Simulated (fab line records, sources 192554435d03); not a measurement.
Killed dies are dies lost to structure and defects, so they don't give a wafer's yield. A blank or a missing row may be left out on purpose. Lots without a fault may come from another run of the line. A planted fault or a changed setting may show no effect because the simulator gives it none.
Problem report in the 8D (eight disciplines) form, filled by code | flow n5_finfet | the parts of the form that need people (team, actions taken, sign-off) are left out

1. THE PROBLEM
bias_w at N5_BEOL_M1_ETCH_64 reads a mean of 184.8 W on 6 wafers of 2 lots; wafers without a fault read 150.0 W with a standard deviation of 0.47. That is +74 standard deviations from the usual mean.
The step: etches SOC in N2/H2, target depth 75 nm, overetch 15 nm, time 112.5 s.
First seen on wafer L984.1, day 10 01:49, on rie_diel-06. The record holds 18 wafers of 6 lots with a number at this step. Rule for "out", or "out of limits": more than 4 standard deviations from the usual mean. The other wafers with a number count as sound.

2. WHAT IT IS AND WHAT IT IS NOT
question                    | is                     | is not
which readings at this step | bias_w, rf_vpp_V       | drypump_motor_current_A, oes_product_au, showerhead_plenum_p_Torr, temp_c, throttle_valve_pct
which lots                  | L984, L987             | L970, L972, L975, L992
which wafers of those lots  | all that have a number | -
read on which tools         | rie_diel-06            | rie_diel-02
when                        | from day 10 01:49      | up to then (9 sound wafers); but 3 sound wafers of L992 came after

3. SUSPECTS, AND WHAT RULES EACH OUT
Counting: a tool at a process step up to the reading stays a suspect if it ran every lot that is out and no sound lot after the first of them.
- rie_diel-06 at N5_BEOL_M1_DESCUM_16 (chemistry O2, time 7 s): kept. It ran every lot that is out, first L984 (day 10 01:44), and no sound lot after that; its last sound lot up to then is L975 (day 7 14:58).
- rie_diel-06 at N5_BEOL_M1_ETCH_74 (etches underlayer in N2/H2, target depth 6.5 nm, time 5.2 s): kept. It ran every lot that is out, first L984 (day 10 01:47), and no sound lot after that; its last sound lot up to then is L975 (day 7 15:01).
- rie_diel-06 at N5_BEOL_M1_ETCH_63 (etches SiARC in CF4, target depth 15.6 nm, time 26 s): kept. It ran every lot that is out, first L984 (day 10 01:47), and no sound lot after that; its last sound lot up to then is L975 (day 7 15:02).
- rie_diel-06 at N5_BEOL_M1_ETCH_64 (etches SOC in N2/H2, target depth 75 nm, overetch 15 nm, time 112.5 s): kept. It ran every lot that is out, first L984 (day 10 01:49), and no sound lot after that; its last sound lot up to then is L975 (day 7 15:03). Its own readings are out on those wafers: bias_w, rf_vpp_V.
Left after counting: rie_diel-06 at N5_BEOL_M1_DESCUM_16, rie_diel-06 at N5_BEOL_M1_ETCH_74, rie_diel-06 at N5_BEOL_M1_ETCH_63, rie_diel-06 at N5_BEOL_M1_ETCH_64.

4. THE CAUSE (what the simulator had put in)
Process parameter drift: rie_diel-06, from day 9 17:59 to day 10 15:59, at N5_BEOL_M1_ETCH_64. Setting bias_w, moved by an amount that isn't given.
Counting left 4 suspects, and this tool is among them.

5. THE CHAIN OF EFFECTS, in route order
Each row: a reading whose mean over the struck wafers that have a number lies more than 3 standard deviations from the usual. Only readings for which the record gives a usual standard deviation are gone through. hours: the time from each lot's start at the first step in this table that gives one to its start at this step, as a median over the lots. sigmas: the change in usual standard deviations.
hours | step               | reading  | usual   | on struck wafers | change | sigmas
0     | N5_BEOL_M1_ETCH_64 | bias_w   | 150.0 W | 184.8            | +34.8  | +74
0     | N5_BEOL_M1_ETCH_64 | rf_vpp_V | 524 V   | 599              | +75    | +25
The process steps in it:
- N5_BEOL_M1_ETCH_64: etches SOC in N2/H2, target depth 75 nm, overetch 15 nm, time 112.5 s.
Later measuring or inspecting steps at which every struck wafer that the step has a row for has a number for every such reading, and none has moved that far: N5_BEOL_M4_RC_MEAS_101.

6. WHAT WOULD HAVE CAUGHT IT SOONER
In this record the first reading out of limits was taken at day 10 01:49, 8 hours after the fault began at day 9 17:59.
